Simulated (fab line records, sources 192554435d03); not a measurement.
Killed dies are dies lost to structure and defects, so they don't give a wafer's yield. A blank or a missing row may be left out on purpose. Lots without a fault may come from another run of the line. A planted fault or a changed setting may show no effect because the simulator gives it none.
Split-lot experiment | flow n5_finfet | 7 lots, 39 wafers read, on a route of 1938 steps

THE SPLIT
At N5_FIN_SAQP_EXPOSE_13 (exposes mask FIN CORE, target cd 35.6 nm), the setting dose_mj was moved away from the recipe's 63.25 on 12 of the 39 wafers read, by -5.8% to +6.1%. The other wafers ran this setting at the recipe's value.

FROM THE SPLIT TO THE READING: what the file shows between them, 2 steps
- N5_FIN_SAQP_PEB_14: peb time 60 s
- N5_FIN_SAQP_DEVELOP_15: develop time 30 s

THE READING
cd_nm, in nm, at N5_FIN_SAQP_CD_MEAS_16 (target cd 35.6 nm). Fault-free wafers of this fab line usually give 35.6 nm, standard deviation 0.3 nm.

wafer  | tool, chamber at the split | dose_mj as run | against the recipe | cd_nm, nm | against lot-mates on the recipe
L077.1 | arfi_scanner-01, 0         | 63.25          | recipe             | 35.7      | -
L077.2 | arfi_scanner-01, 0         | 67.08          | +6.1%              | 34.3      | -1.3
L077.3 | arfi_scanner-01, 0         | 63.25          | recipe             | 35.4      | -
L077.4 | arfi_scanner-01, 0         | 67.08          | +6.1%              | 34.3      | -1.3
L077.5 | arfi_scanner-01, 0         | 63.25          | recipe             | 35.7      | -
L077.6 | arfi_scanner-01, 0         | 67.08          | +6.1%              | 34.3      | -1.3
L081.1 | arfi_scanner-03, 0         | 63.25          | recipe             | 35.2      | -
L081.2 | arfi_scanner-03, 0         | 63.25          | recipe             | 35.1      | -
L081.3 | arfi_scanner-03, 0         | 63.25          | recipe             | 35.3      | -
L081.4 | arfi_scanner-03, 0         | 63.25          | recipe             | 35.0      | -
L081.5 | arfi_scanner-03, 0         | 63.25          | recipe             | 35.0      | -
L081.6 | arfi_scanner-03, 0         | 63.25          | recipe             | 34.8      | -
L082.1 | arfi_scanner-03, 0         | 63.25          | recipe             | 35.6      | -
L082.2 | arfi_scanner-03, 0         | 65.82          | +4.1%              | 34.9      | -0.7
L082.3 | arfi_scanner-03, 0         | 65.82          | +4.1%              | 34.0      | -1.6
L082.4 | arfi_scanner-03, 0         | 63.25          | recipe             | 35.5      | -
L082.5 | arfi_scanner-03, 0         | 65.82          | +4.1%              | 34.7      | -0.9
L082.6 | arfi_scanner-03, 0         | 63.25          | recipe             | 35.7      | -
L085.1 | arfi_scanner-03, 0         | 63.25          | recipe             | 35.5      | -
L085.2 | arfi_scanner-03, 0         | 63.25          | recipe             | 35.3      | -
L085.3 | arfi_scanner-03, 0         | 63.25          | recipe             | 35.4      | -
L085.4 | arfi_scanner-03, 0         | 63.25          | recipe             | 35.4      | -
L085.5 | arfi_scanner-03, 0         | 63.25          | recipe             | 35.9      | -
L085.6 | arfi_scanner-03, 0         | 63.25          | recipe             | 35.8      | -
L086.2 | arfi_scanner-02, 0         | 63.25          | recipe             | 35.3      | -
L086.5 | arfi_scanner-02, 0         | 63.25          | recipe             | 35.9      | -
L086.6 | arfi_scanner-02, 0         | 63.25          | recipe             | 36.1      | -
L089.1 | arfi_scanner-01, 0         | 65.78          | +4.0%              | 34.7      | -0.9
L089.2 | arfi_scanner-01, 0         | 65.78          | +4.0%              | 34.5      | -1.1
L089.3 | arfi_scanner-01, 0         | 65.78          | +4.0%              | 34.8      | -0.8
L089.4 | arfi_scanner-01, 0         | 63.25          | recipe             | 35.7      | -
L089.5 | arfi_scanner-01, 0         | 63.25          | recipe             | 35.8      | -
L089.6 | arfi_scanner-01, 0         | 63.25          | recipe             | 35.2      | -
L092.1 | arfi_scanner-01, 0         | 63.25          | recipe             | 35.6      | -
L092.2 | arfi_scanner-01, 0         | 59.57          | -5.8%              | 37.1      | +1.4
L092.3 | arfi_scanner-01, 0         | 59.57          | -5.8%              | 37.6      | +1.9
L092.4 | arfi_scanner-01, 0         | 59.57          | -5.8%              | 37.2      | +1.5
L092.5 | arfi_scanner-01, 0         | 63.25          | recipe             | 36.1      | -
L092.6 | arfi_scanner-01, 0         | 63.25          | recipe             | 35.5      | -

THE FIT
A straight line over all 39 wafers: cd_nm changes by -0.248 nm for each +1% of dose_mj; r = -0.90; the points scatter about the line by 0.33 nm.
The same after taking each lot's own level away (the mean of its wafers on the recipe; 39 wafers): -0.244 nm for each +1%; r = -0.94; scatter 0.24 nm.
On that fit, the largest move of dose_mj shifts the reading by 1.5 nm.
The lots' own levels span 35.07 to 35.77 nm, that is 2.3 times the standard deviation above.
So the lot-to-lot level changes the slope little: the two slopes agree.
Check: with one of the wafers moved furthest among these (+6.1%) left out of the fit, the line predicts -1.47 nm for it against its lot-mates. It came out at -1.3 nm against them.

THE FILE'S OWN FIT
cd_nm changes by -0.242 nm for each +1% of dose_mj, r = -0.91.
